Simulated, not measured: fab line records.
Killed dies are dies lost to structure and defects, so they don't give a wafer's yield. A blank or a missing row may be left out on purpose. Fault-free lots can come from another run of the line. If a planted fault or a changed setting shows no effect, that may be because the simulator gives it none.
A lot that was struck, set against a sound lot -- flow nand_harc -- 19 steps out of a route of 1302
Sound: wafers L158.1, L158.2, L158.3. The struck wafers were L169.2, L169.5, L169.6. The cause is named last.
Per side, at each step with rows, come the tool, then ch with its chambers, and then its first start. Under that, the readings that differ: sound wafers -- struck wafers -- difference of the means -- sigmas: that difference in standard deviations of wafers without a fault.
alike: a reading whose means differ by less than 2 such deviations, as well as words and numbers matching on both sides. not compared: withheld readings; readings where some wafer has no value; bounds like >300 that might hide an equal value; numbers whose values overlap and for which the record gives no deviation.
The two part at a step that has a row with sigmas, a row that says differs or no value, or rows on one side only. Non-overlapping numbers with no deviation appear without sigmas and do not part them. A reading missing from all wafers of one side parts the sides only when that side holds two or more wafers.

NHARC_P_ZERO_WELL_CD_MEAS_37: the cd target is 720 nm.
  sound on cd_sem-03 ch 0, day 4 12:18; struck on cd_sem-01 ch 0, day 9 02:38
  alike: cd_nm
then, 1 step without rows for these wafers: NHARC_P_ZERO_WELL_HARDBAKE_38 (time 80 s).
NHARC_P_ZERO_WELL_DESCUM_39: chemistry O2, time 3 s.
  sound on rie_diel-04 ch 1,2,3, day 4 12:28; struck on rie_diel-04 ch 0,1,2, day 9 02:49
  alike: drypump_motor_current_A, oes_product_au, rf_vpp_V, showerhead_plenum_p_Torr, throttle_valve_pct
  not compared: rf_hours_counter_h
then, 9 steps without rows for these wafers: NHARC_P_ZERO_WELL_IMPLANT_40; NHARC_P_ZERO_WELL_IMPLANT_59; NHARC_P_ZERO_WELL_IMPLANT_60; NHARC_P_ZERO_WELL_STRIP_41 (strips in SPM, time 840 s); NHARC_P_ZERO_WELL_DEHYDRATE_44 (time 120 s); NHARC_P_ZERO_WELL_HMDS_45 (time 30 s); NHARC_P_ZERO_WELL_COAT_46; NHARC_P_ZERO_WELL_SOFTBAKE_47 (time 95 s); NHARC_P_ZERO_WELL_EBR_48.
NHARC_P_ZERO_WELL_EXPOSE_49: exposes mask P HVPW, target cd 2000 nm.
  sound on krf_scanner-02 ch 0, day 4 13:39; struck on krf_scanner-01 ch 0, day 9 04:08
reading,sound,struck,difference,sigmas
mask,P_HVPW#0 P_HVPW#0 P_HVPW#0,P_HVPW_R1#0 P_HVPW_R1#0 P_HVPW_R1#0,differs,
then, 2 steps without rows for these wafers: NHARC_P_ZERO_WELL_PEB_50 (peb time 85 s); NHARC_P_ZERO_WELL_DEVELOP_51 (time 70 s).
NHARC_P_ZERO_WELL_CD_MEAS_52: the cd target is 2000 nm.
  sound on cd_sem-01 ch 0, day 4 13:49; struck on cd_sem-02 ch 0
reading,sound,struck,difference,sigmas
cd_nm (nm),2000.3 1997.9 1997.2,1968.6 1966.5 1966.7,-31.2,-15
  not compared: hold
NHARC_P_ZERO_WELL_DESCUM_54: chemistry O2, time 3 s.
  sound on rie_diel-04 ch 0,1,2, day 4 13:58; struck on rie_diel-05 ch 1,2,3, day 9 09:36
reading,sound,struck,difference,sigmas
model.P_ZERO_WELL.cd_nm (nm),2000 1997 1997,1968 1967 1967,-31,
  alike: drypump_motor_current_A, oes_product_au, rf_vpp_V, showerhead_plenum_p_Torr, throttle_valve_pct
  not compared: rf_hours_counter_h
then, 2 steps without rows for these wafers: NHARC_P_ZERO_WELL_IMPLANT_55; NHARC_END_SORT_01.

## WHERE THEY PART
Earliest at NHARC_P_ZERO_WELL_EXPOSE_49; latest, in this record, at NHARC_P_ZERO_WELL_CD_MEAS_52. Later steps at which nothing parts them and some readings are alike: NHARC_P_ZERO_WELL_DESCUM_54.

WHY: what had been put in by the simulator
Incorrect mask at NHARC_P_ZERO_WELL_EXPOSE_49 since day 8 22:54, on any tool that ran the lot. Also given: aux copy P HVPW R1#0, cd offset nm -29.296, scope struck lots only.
